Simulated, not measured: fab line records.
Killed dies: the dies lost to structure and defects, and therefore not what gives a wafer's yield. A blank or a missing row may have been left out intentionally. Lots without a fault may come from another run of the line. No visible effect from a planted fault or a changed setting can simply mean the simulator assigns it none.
Split-lot experiment    flow n5-finfet    21 wafers read across 7 lots, on a route 1938 steps long

== THE SPLIT ITSELF ==
At N5_BEOL_M11_EXPOSE_25 (exposes mask V10), the setting dose-mj was moved away from the recipe's 85.5 on 10 of the 21 wafers read, by -5.4% to +7.5%. This setting was run at the recipe's value on the other wafers.

== FROM THE SPLIT TO THE READING: what the file shows between them, 2 steps ==
- N5_BEOL_M11_PEB_26: peb time 60 s
- N5_BEOL_M11_DEVELOP_27: develop time 30 s

== THE READING ==
cd-nm (nm) at N5_BEOL_M11_CD_MEAS_28, where the cd target is 70 nm. A value of 69.6 nm with a standard deviation of 0.93 nm is what fault-free wafers of this fab line usually give.

wafer   tool, chamber at the split  dose-mj as run  against the recipe  cd-nm, nm  against lot-mates on the recipe
L078.3  arfi-scanner-03, 0          85.5            recipe              69.6       -
L078.4  arfi-scanner-03, 0          85.5            recipe              69.8       -
L078.5  arfi-scanner-03, 0          91.89           +7.5%               75.3       +5.6
L081.1  arfi-scanner-02, 0          85.5            recipe              68.5       -
L081.2  arfi-scanner-02, 0          85.5            recipe              69.5       -
L081.3  arfi-scanner-02, 0          81.79           -4.3%               66.2       -2.8
L080.1  arfi-scanner-03, 0          85.5            recipe              71.6       -
L080.3  arfi-scanner-03, 0          85.5            recipe              71.9       -
L080.6  arfi-scanner-03, 0          85.5            recipe              70.9       -
L083.2  arfi-scanner-02, 0          85.5            recipe              70.1       -
L083.3  arfi-scanner-02, 0          80.88           -5.4%               66.0       -4.1
L083.5  arfi-scanner-02, 0          80.88           -5.4%               65.5       -4.6
L089.2  arfi-scanner-01, 0          83.21           -2.7%               67.8       -1.0
L089.4  arfi-scanner-01, 0          83.21           -2.7%               69.3       +0.5
L089.6  arfi-scanner-01, 0          85.5            recipe              68.8       -
L090.2  arfi-scanner-03, 0          89.66           +4.9%               72.0       +2.1
L090.3  arfi-scanner-03, 0          89.66           +4.9%               74.7       +4.8
L090.5  arfi-scanner-03, 0          85.5            recipe              69.9       -
L096.2  arfi-scanner-02, 0          85.5            recipe              70.1       -
L096.3  arfi-scanner-02, 0          82.82           -3.1%               66.4       -3.7
L096.4  arfi-scanner-02, 0          82.82           -3.1%               66.2       -3.9

FIT RESULTS
A straight line over all 21 wafers: cd-nm changes by +0.767 nm for each +1% of dose-mj; r = +0.93; the points scatter about the line by 1 nm.
The same after taking each lot's own level away (the mean of its wafers on the recipe; 21 wafers): +0.745 nm for each +1%; r = +0.93; scatter 0.94 nm.
Per that fit: largest dose-mj move, reading shift of 5.6 nm.
The lots' own levels span 68.80 to 71.47 nm, that is 2.9 times the standard deviation above.
So the lot-to-lot level changes the slope little: the two slopes agree.
Check: for one of the wafers moved furthest among these (+7.5%), held out of the fit, the line's prediction against its lot-mates is +5.55 nm. Against them it came out at +5.6 nm.

== OTHER SPLITS ON THESE WAFERS ==
Note: prior to the reading, these wafers also went through further splits. Each is held against what the fit with the lots' levels taken away leaves over:
other split on the same wafers  wafers away from the commonest value  r with cd-nm (lot level and that fit taken away)
N5_BEOL_M9_COAT_05 spin-rpm     7                                     +0.18
N5_BEOL_M10_VIA_ETCH_34 time-s  7                                     -0.02
N5_BEOL_M10_ETCH_41 source-w    6                                     +0.02

== FILE'S OWN FIT ==
cd-nm changes by +0.738 nm for each +1% of dose-mj, r = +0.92.
